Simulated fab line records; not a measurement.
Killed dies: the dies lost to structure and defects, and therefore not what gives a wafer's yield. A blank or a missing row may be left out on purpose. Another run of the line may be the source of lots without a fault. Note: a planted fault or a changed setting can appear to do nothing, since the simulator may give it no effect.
Which tool did it? + flow nand_harc + 72 wafers from 24 lots sampled at 4 of the route's 1302 steps

WHAT THE GAUGES SHOWED, per wafer
NHARC_P_STI_OCD_MEAS_43.
| lot  | measured     | on     | trench_depth_nm (nm) | trench_foot_cd_nm (nm) |
|------|--------------|--------|----------------------|------------------------|
| L074 | day 2 22:28  | ocd-02 | 305 306 304          | 157.0 156.2 155.3      |
| L075 | day 3 07:31  | ocd-01 | 307 305 304          | 158.2 158.6 159.3      |
| L076 | day 3 17:47  | ocd-01 | 304 306 301          | 158.4 155.9 157.0      |
| L077 | day 4 07:19  | ocd-01 | 305 299 303          | 154.2 156.6 157.3      |
| L078 | day 4 13:58  | ocd-02 | 300 302 299          | 157.4 157.7 160.0      |
| L079 | day 4 21:58  | ocd-02 | 306 302 302          | 158.4 156.8 157.2      |
| L080 | day 5 11:31  | ocd-02 | 300 296 303          | 157.4 160.6 155.9      |
| L081 | day 5 19:22  | ocd-01 | 309 303 305          | 155.4 155.9 156.6      |
| L082 | day 6 04:20  | ocd-02 | 302 298 298          | 156.9 159.3 156.5      |
| L083 | day 6 15:23  | ocd-01 | 301 299 302          | 157.2 159.7 151.9      |
| L084 | day 7 03:22  | ocd-02 | 304 301 305          | 158.8 158.2 157.9      |
| L085 | day 7 11:14  | ocd-01 | 305 304 296          | 158.3 156.0 160.4      |
| L086 | day 7 21:34  | ocd-02 | 305 298 300          | 157.1 157.6 156.5      |
| L087 | day 8 08:25  | ocd-01 | 296 294 294          | 157.3 159.6 158.7      |
| L088 | day 8 16:18  | ocd-02 | 299 300 304          | 154.1 156.4 155.4      |
| L089 | day 9 03:13  | ocd-01 | 303 306 295          | 154.8 153.8 156.1      |
| L090 | day 9 12:06  | ocd-02 | 301 298 302          | 160.8 158.2 158.4      |
| L091 | day 9 22:04  | ocd-02 | 300 300 300          | 155.2 154.8 156.2      |
| L092 | day 10 10:06 | ocd-02 | 297 303 303          | 159.9 156.0 155.2      |
| L093 | day 10 20:07 | ocd-01 | 298 301 301          | 155.7 159.1 156.5      |
| L094 | day 11 06:38 | ocd-01 | 302 305 306          | 155.7 155.5 157.7      |
| L095 | day 11 17:22 | ocd-01 | 291 303 297          | 158.2 158.0 157.1      |
| L096 | day 12 00:33 | ocd-02 | 299 307 302          | 156.2 158.3 156.4      |
| L097 | day 12 11:35 | ocd-02 | 300 295 295          | 155.7 158.6 156.3      |

NHARC_P_GATE_INSPECT_28.
| lot  | measured     | on                | raw_defect_count |
|------|--------------|-------------------|------------------|
| L074 | day 5 07:41  | defect_inspect-01 | 8 5 7            |
| L075 | day 5 12:34  | defect_inspect-02 | 5 6 6            |
| L076 | day 5 18:29  | defect_inspect-02 | 6 9 8            |
| L077 | day 6 11:02  | defect_inspect-02 | 2 10 4           |
| L078 | day 6 19:49  | defect_inspect-02 | 2 4 8            |
| L079 | day 6 22:23  | defect_inspect-01 | 11 10 3          |
| L080 | day 7 16:44  | defect_inspect-01 | 4 7 6            |
| L081 | day 7 16:35  | defect_inspect-01 | 6 5 13           |
| L082 | day 8 04:17  | defect_inspect-01 | 9 4 10           |
| L083 | day 8 17:58  | defect_inspect-02 | 6 3 5            |
| L084 | day 9 07:30  | defect_inspect-01 | 5 6 7            |
| L085 | day 9 10:51  | defect_inspect-01 | 6 4 7            |
| L086 | day 10 04:39 | defect_inspect-02 | 3 2 9            |
| L087 | day 11 02:52 | defect_inspect-01 | 4 5 9            |
| L088 | day 11 02:41 | defect_inspect-01 | 7 5 8            |
| L089 | day 11 03:20 | defect_inspect-01 | 13 7 4           |
| L090 | day 11 18:08 | defect_inspect-02 | 9 9 3            |
| L091 | day 12 01:58 | defect_inspect-02 | 11 6 5           |
| L092 | day 12 14:52 | defect_inspect-02 | 7 3 3            |
| L093 | day 12 18:38 | defect_inspect-02 | 2 2 6            |
| L094 | day 13 09:31 | defect_inspect-01 | 4 7 3            |
| L095 | day 13 19:45 | defect_inspect-01 | 13 10 6          |
| L096 | day 13 23:51 | defect_inspect-02 | 10 4 11          |
| L097 | day 14 16:08 | defect_inspect-01 | 4 6 4            |

NHARC_P_M0_INSPECT_11.
| lot  | measured     | on                | raw_defect_count |
|------|--------------|-------------------|------------------|
| L074 | day 6 07:56  | defect_inspect-02 | 9 5 3            |
| L075 | day 6 12:54  | defect_inspect-02 | 3 2 3            |
| L076 | day 6 19:02  | defect_inspect-01 | 1 8 3            |
| L077 | day 7 12:02  | defect_inspect-02 | 3 2 6            |
| L078 | day 7 19:46  | defect_inspect-01 | 5 7 6            |
| L079 | day 8 00:55  | defect_inspect-02 | 3 4 0            |
| L080 | day 8 16:55  | defect_inspect-02 | 3 10 3           |
| L081 | day 8 17:42  | defect_inspect-01 | 2 6 2            |
| L082 | day 9 04:36  | defect_inspect-01 | 4 1 5            |
| L083 | day 9 18:26  | defect_inspect-02 | 2 4 9            |
| L084 | day 10 08:01 | defect_inspect-01 | 5 4 3            |
| L085 | day 10 10:53 | defect_inspect-02 | 3 2 0            |
| L086 | day 11 05:11 | defect_inspect-02 | 5 8 9            |
| L087 | day 12 03:55 | defect_inspect-01 | 6 1 3            |
| L088 | day 12 03:00 | defect_inspect-01 | 5 5 3            |
| L089 | day 12 04:46 | defect_inspect-01 | 3 4 7            |
| L090 | day 12 18:32 | defect_inspect-02 | 3 4 2            |
| L091 | day 13 04:20 | defect_inspect-02 | 4 2 13           |
| L092 | day 13 14:58 | defect_inspect-02 | 0 1 5            |
| L093 | day 13 19:05 | defect_inspect-01 | 4 4 3            |
| L094 | day 14 09:37 | defect_inspect-01 | 2 5 5            |
| L095 | day 14 19:43 | defect_inspect-01 | 7 5 3            |
| L096 | day 15 00:13 | defect_inspect-02 | 2 4 3            |
| L097 | day 15 16:59 | defect_inspect-02 | 6 7 5            |

WHAT TOOL EACH LOT RAN ON (gives the tool, then ch and the chambers of the sampled wafers, and finally the start)
| lot  | NHARC_P_GATE_RTA_80              |
|------|----------------------------------|
| L074 | rtp_anneal-02 ch 0, day 6 01:22  |
| L075 | rtp_anneal-02 ch 0, day 6 06:30  |
| L076 | rtp_anneal-01 ch 0, day 6 12:01  |
| L077 | rtp_anneal-02 ch 0, day 7 05:07  |
| L078 | rtp_anneal-02 ch 0, day 7 13:21  |
| L079 | rtp_anneal-02 ch 0, day 7 18:08  |
| L080 | rtp_anneal-02 ch 0, day 8 10:19  |
| L081 | rtp_anneal-01 ch 0, day 8 11:10  |
| L082 | rtp_anneal-02 ch 0, day 8 21:53  |
| L083 | rtp_anneal-02 ch 0, day 9 11:44  |
| L084 | rtp_anneal-02 ch 0, day 10 01:22 |
| L085 | rtp_anneal-01 ch 0, day 10 04:25 |
| L086 | rtp_anneal-01 ch 0, day 10 22:22 |
| L087 | rtp_anneal-02 ch 0, day 11 21:21 |
| L088 | rtp_anneal-01 ch 0, day 11 20:40 |
| L089 | rtp_anneal-01 ch 0, day 11 22:12 |
| L090 | rtp_anneal-01 ch 0, day 12 11:53 |
| L091 | rtp_anneal-01 ch 0, day 12 21:47 |
| L092 | rtp_anneal-02 ch 0, day 13 08:25 |
| L093 | rtp_anneal-01 ch 0, day 13 12:41 |
| L094 | rtp_anneal-02 ch 0, day 14 03:00 |
| L095 | rtp_anneal-02 ch 0, day 14 13:15 |
| L096 | rtp_anneal-02 ch 0, day 14 17:23 |
| L097 | rtp_anneal-01 ch 0, day 15 09:56 |
- NHARC_P_GATE_RTA_80: time 30 s.

AS READ BY THE TOOLS THEMSELVES (means over the sampled wafers that have a number; for cases with no such wafer, the mark the record gives instead)
NHARC_P_GATE_RTA_80.
| lot  | tool          | wafer_temp_C_max |
|------|---------------|------------------|
| L074 | rtp_anneal-02 | 301.3            |
| L075 | rtp_anneal-02 | 301.3            |
| L076 | rtp_anneal-01 | 301.1            |
| L077 | rtp_anneal-02 | 301.3            |
| L078 | rtp_anneal-02 | 301.3            |
| L079 | rtp_anneal-02 | 301.1            |
| L080 | rtp_anneal-02 | 301.5            |
| L081 | rtp_anneal-01 | 301.2            |
| L082 | rtp_anneal-02 | 301.8            |
| L083 | rtp_anneal-02 | 301.6            |
| L084 | rtp_anneal-02 | 301.5            |
| L085 | rtp_anneal-01 | 300.8            |
| L086 | rtp_anneal-01 | 300.9            |
| L087 | rtp_anneal-02 | 301.3            |
| L088 | rtp_anneal-01 | 301.1            |
| L089 | rtp_anneal-01 | 300.7            |
| L090 | rtp_anneal-01 | 301.1            |
| L091 | rtp_anneal-01 | 300.9            |
| L092 | rtp_anneal-02 | 301.5            |
| L093 | rtp_anneal-01 | 301.1            |
| L094 | rtp_anneal-02 | 301.1            |
| L095 | rtp_anneal-02 | 301.7            |
| L096 | rtp_anneal-02 | 301.4            |
| L097 | rtp_anneal-01 | 300.4            |

THE ANSWER, worked out from the rows above alone
Rule: the usual values come from the lots themselves. The widest of any qualifying gaps counts: lots, ordered by their means at a reading, are off when they make up no more than a third of the lots, leave a main group of 4 or more, and stand apart from it by 3 or more times the standard deviation of that group's means. The tables above print the reading to a certain number of digits; a main group whose means all agree to those digits is not used. Also off: a lot with no number at a reading for which 4 or more lots have one. Any other lot the step has rows for is counted as sound. Order of review: gauges by route order, followed by the tools' own readings, for which a lot's mean as printed above is used. At the first step where some lot is off, the reading lying furthest off is the one used; lots without a number count as furthest.
None of the lots is off at any reading shown; this tells nothing.

WHAT THE SIMULATOR HAD INSERTED
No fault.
